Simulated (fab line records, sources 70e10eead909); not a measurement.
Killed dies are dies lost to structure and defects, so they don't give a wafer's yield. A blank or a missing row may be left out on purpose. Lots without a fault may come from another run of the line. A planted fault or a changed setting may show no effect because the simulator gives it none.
A struck lot beside a sound one | flow nand_harc | 40 steps out of a route of 1302
Sound: wafers L280.4, L280.5, L280.6. Struck: wafers L286.3, L286.6. (L286.5 of the same lot was not struck and is left out.) The cause comes at the end.
At each step with rows: each side's tool, then ch and its chambers, then its first start. Under that, the readings that differ: sound wafers | struck wafers | difference of the means | sigmas: that difference in standard deviations of wafers without a fault.
alike: readings whose means differ by less than 2 such deviations, and words and numbers that are the same on both sides. not compared: withheld readings, readings that some wafer has no value for, bounds like >300 that may hide the same value, and numbers for which the record gives no deviation and whose values overlap.
The two part at a step that has a row with sigmas, a row that says differs or no value, or rows on one side only. Numbers that don't overlap but have no deviation are shown without sigmas and don't part them. A reading that every wafer of one side lacks parts them only if that side has two wafers or more.

NHARC_A_BONDPAD_THK_MEAS_20: measures by xrf.
  sound on film_metro-02, day 24 14:57; struck on film_metro-02, day 27 14:02
  alike: thk_nm
then, 1 step without rows for these wafers: NHARC_A_BONDPAD_SRD_21 (time 30 s, dry time 20 s).
NHARC_A_BONDPAD_INSPECT_23:
  sound on defect_inspect-01, day 24 15:10; struck on defect_inspect-01, day 27 14:14
  alike: raw_defect_count
then, 5 steps without rows for these wafers: NHARC_HYBRID_BOND_ACTIVATE_00 (chemistry N2, time 60 s); NHARC_HYBRID_BOND_PRECLEAN_01 (cleans in DIW, time 300 s); NHARC_HYBRID_BOND_SRD_02 (time 30 s, dry time 20 s); NHARC_HYBRID_BOND_BOND_03; NHARC_HYBRID_BOND_ANNEAL_04 (time 7200 s).
NHARC_HYBRID_BOND_OVL_MEAS_05:
  sound on overlay-02, day 25 00:32; struck on overlay-02, day 28 02:52
  alike: overlay_x_nm, overlay_y_nm
NHARC_HYBRID_BOND_INSPECT_06: inspects for defects (ir void).
  sound on defect_inspect-02, day 25 00:37; struck on defect_inspect-02, day 28 02:56
  alike: raw_defect_count
NHARC_THIN_TSV_GRIND_00:
  sound on grinder-01 ch 0, day 25 02:32; struck on grinder-01 ch 0, day 28 03:28
  reading                 | sound             | struck      | difference | sigmas
  head_pressure_psi (psi) | 4.008 3.997 4.002 | 3.986 3.987 | -0.016     | -2
  alike: motor_current_A
NHARC_THIN_TSV_CMP_01: polishes.
  sound on cmp-03 ch 0,2,3, day 25 03:13; struck on cmp-01 ch 0,1, day 28 04:20
  alike: motor_current_A
  not compared: pad_life_wafers
then, 12 steps without rows for these wafers: NHARC_THIN_TSV_SRD_03; NHARC_THIN_TSV_PRECLEAN_41 (cleans in SC1); NHARC_THIN_TSV_SRD_42; NHARC_THIN_TSV_DEP_43 (deposits SiO2, target thk 1328.5 nm); NHARC_THIN_TSV_DEHYDRATE_04 (time 120 s); NHARC_THIN_TSV_HMDS_05 (time 30 s); NHARC_THIN_TSV_COAT_06; NHARC_THIN_TSV_SOFTBAKE_07 (time 95 s); NHARC_THIN_TSV_EBR_08; NHARC_THIN_TSV_EXPOSE_09 (exposes mask TSV); NHARC_THIN_TSV_PEB_10 (peb time 85 s); NHARC_THIN_TSV_DEVELOP_11 (time 70 s).
NHARC_THIN_TSV_CD_MEAS_12: target cd 1000 nm.
  sound on cd_sem-01 ch 0, day 25 04:31; struck on cd_sem-01 ch 0, day 28 05:47
  alike: cd_nm
then, 1 step without rows for these wafers: NHARC_THIN_TSV_HARDBAKE_13 (time 80 s).
NHARC_THIN_TSV_DESCUM_14: chemistry O2, time 3 s.
  sound on rie_diel-09 ch 0,3, day 25 04:41; struck on rie_diel-05 ch 0,1, day 28 05:58
  alike: drypump_motor_current_A, oes_product_au, rf_vpp_V, showerhead_plenum_p_Torr, throttle_valve_pct
  not compared: rf_hours_counter_h
then, 2 steps without rows for these wafers: NHARC_THIN_TSV_ETCH_44 (etches the open film in CF4/O2, target depth 1594.2 nm, time 797.1 s); NHARC_THIN_TSV_ETCH_15 (target depth 3000 nm, bosch target overetch cycles 2, bosch etch step 2.8 s).
NHARC_THIN_TSV_CD_MEAS_16:
  sound on cd_sem-01, day 25 05:29; struck on cd_sem-01, day 28 06:45
  alike: cd_nm
then, 2 steps without rows for these wafers: NHARC_THIN_TSV_STRIP_45 (strips in O2); NHARC_THIN_TSV_STRIP_46 (strips in post etch residue remover, time 1200 s).
NHARC_THIN_TSV_DEP_47: deposits SiO2, target thk 200 nm.
  sound on pecvd-03 ch 0,1,2, day 25 06:29; struck on pecvd-03 ch 0,2, day 28 07:43
  alike: flow_sccm, throttle_valve_pct
then, 2 steps without rows for these wafers: NHARC_THIN_TSV_ETCHBACK_48 (etches the open film in C4F8/Ar, target depth 1028.5 nm, time 405.17 s); NHARC_THIN_TSV_STRIP_62 (strips in N2/H2, time 20 s).
NHARC_THIN_TSV_DEGAS_49: time 120 s.
  sound on pvd_sputter-03, day 25 07:18; struck on pvd_sputter-01, day 28 08:33
  alike: heater_power_w
then, 1 step without rows for these wafers: NHARC_THIN_TSV_PRE_CLEAN_50 (time 30 s).
NHARC_THIN_TSV_PVD_19: deposits TaN, target thk 20 nm.
  sound on pvd_sputter-03; struck on pvd_sputter-01
  alike: throttle_valve_pct
then, 1 step without rows for these wafers: NHARC_THIN_TSV_PVD_51 (deposits Cu, target thk 100 nm).
NHARC_END_SORT_01:
  sound on prober-01 ch 0, day 25 22:41; struck on prober-02 ch 0, day 28 22:28
  reading                  | sound    | struck  | difference | sigmas
  defect_limited_yield (%) | 92 88 90 | 0 0     | -90        | -30
  killed_at_other          | 0 0 0    | 583 576 | +580       | +99 or more
  killed_dies              | 57 82 68 | 677 677 | +608       | +29
  alike: killed_at_array, killed_at_periphery, killed_open, killed_short

WHERE THEY PART
First at NHARC_THIN_TSV_GRIND_00; last, within this record, at NHARC_END_SORT_01.

WHY: what the simulator had put in
Process parameter drift: grinder-01, from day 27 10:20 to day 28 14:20, at NHARC_THIN_TSV_GRIND_00. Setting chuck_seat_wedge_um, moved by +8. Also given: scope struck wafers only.
